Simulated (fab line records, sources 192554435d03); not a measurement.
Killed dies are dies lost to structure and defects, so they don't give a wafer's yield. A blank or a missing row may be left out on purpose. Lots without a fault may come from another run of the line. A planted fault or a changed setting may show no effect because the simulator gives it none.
Problem report in the 8D (eight disciplines) form, filled by code | flow n5_finfet | the parts of the form that need people (team, actions taken, sign-off) are left out

1. THE PROBLEM
raw_defect_count at N5_FIN_SAQP_INSPECT_40 reads a mean of 1053 on 3 wafers of 2 lots; wafers without a fault read 233 with a standard deviation of 72. That is +11 standard deviations from the usual mean.
The step: inspects for defects (brightfield).
First seen on wafer L395.2, day 6 14:35, on defect_inspect-01. The record holds 27 wafers of 9 lots with a number at this step. Rule for "out", or "out of limits": more than 4 standard deviations from the usual mean. The other wafers with a number count as sound.

2. WHAT IT IS AND WHAT IT IS NOT
question                    | is                                   | is not
which readings at this step | raw_defect_count                     | -
which lots                  | L395, L400                           | L377, L380, L383, L387, L393, L394, L399
which wafers of those lots  | L395.2, L400.1, L400.4               | L395.1, L395.4, L400.6
read on which gauges        | defect_inspect-01, defect_inspect-02 | -
when                        | from day 6 14:35                     | up to then (20 sound wafers); but 4 sound wafers of L399, L400 came after

3. SUSPECTS, AND WHAT RULES EACH OUT
Counting: a tool at a process step up to the reading stays a suspect if it ran every lot that is out. Sound lots after the first of them don't rule it out here, since some wafers of a struck lot are sound.
- the gauge at N5_FIN_SAQP_INSPECT_40: ruled out. The wafers that are out were read on 2 gauges (defect_inspect-01, defect_inspect-02).
- vapor_etch-01 at N5_FIN_SAQP_RECESS_75 (chemistry HF/NH3, target SiO2, target depth 14.4 nm, afs cycles 3, sublimation time 60 s): kept. It ran every lot that is out, first L395 (day 6 10:32); its last sound lot up to then is L394 (day 6 06:31).
- Within vapor_etch-01 at N5_FIN_SAQP_RECESS_75: the wafers that are out ran in chamber 1; their sound lot-mates ran in chamber 0.
Left after counting: vapor_etch-01 at N5_FIN_SAQP_RECESS_75.

4. THE CAUSE (what the simulator had put in)
Chamber particle source: vapor_etch-01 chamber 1, from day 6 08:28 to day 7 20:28, at N5_FIN_SAQP_RECESS_75. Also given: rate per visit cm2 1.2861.
Counting left only this tool.

5. THE CHAIN OF EFFECTS, in route order
Each row: a reading whose mean over the struck wafers that have a number lies more than 3 standard deviations from the usual. Only readings for which the record gives a usual standard deviation are gone through. hours: the time from each lot's start at the first step in this table that gives one to its start at this step, as a median over the lots. sigmas: the change in usual standard deviations.
hours | step                    | reading              | usual  | on struck wafers | change | sigmas
0     | N5_FIN_SAQP_INSPECT_40  | raw_defect_count     | 233    | 1053             | +820   | +11
0     | N5_FIN_CUT_INSPECT_10   | raw_defect_count     | 43     | 860              | +817   | +63
257   | N5_PASSIVATION_PROBE_49 | defect_limited_yield | 90.9 % | 80.6             | -10.3  | -6.8
257   | N5_PASSIVATION_PROBE_49 | killed_at_front_end  | 42     | 173              | +131   | +11
257   | N5_PASSIVATION_PROBE_49 | killed_dies          | 108    | 229              | +121   | +6.7
257   | N5_PASSIVATION_PROBE_49 | sort_bin_5_function  | 5.4 %  | 12.6             | +7.2   | +7.2
257   | N5_PASSIVATION_PROBE_49 | sort_n_pass          | 1072   | 951              | -121   | -6.7
257   | N5_PASSIVATION_PROBE_49 | sort_yield_pct       | 90.9 % | 80.6             | -10.3  | -6.8
The process steps in it:
- N5_PASSIVATION_PROBE_49
Later measuring or inspecting steps at which every struck wafer that the step has a row for has a number for every such reading, and none has moved that far: N5_FIN_CUT_CD_MEAS_08, N5_BEOL_M4_RC_MEAS_101.

6. WHAT WOULD HAVE CAUGHT IT SOONER
In this record the first reading out of limits at a measuring or inspecting step was taken at day 6 14:35, 6 hours after the fault began at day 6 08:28.
Of the tool readings at N5_FIN_SAQP_RECESS_75 for which the record gives a usual standard deviation, none was out on any struck wafer, so an alarm limit of 4 standard deviations on them would not have fired.
Of the lots that are out (2), L400 began N5_FIN_SAQP_RECESS_75 on vapor_etch-01 after day 6 14:35. A hold on the tool at that time would have spared it.
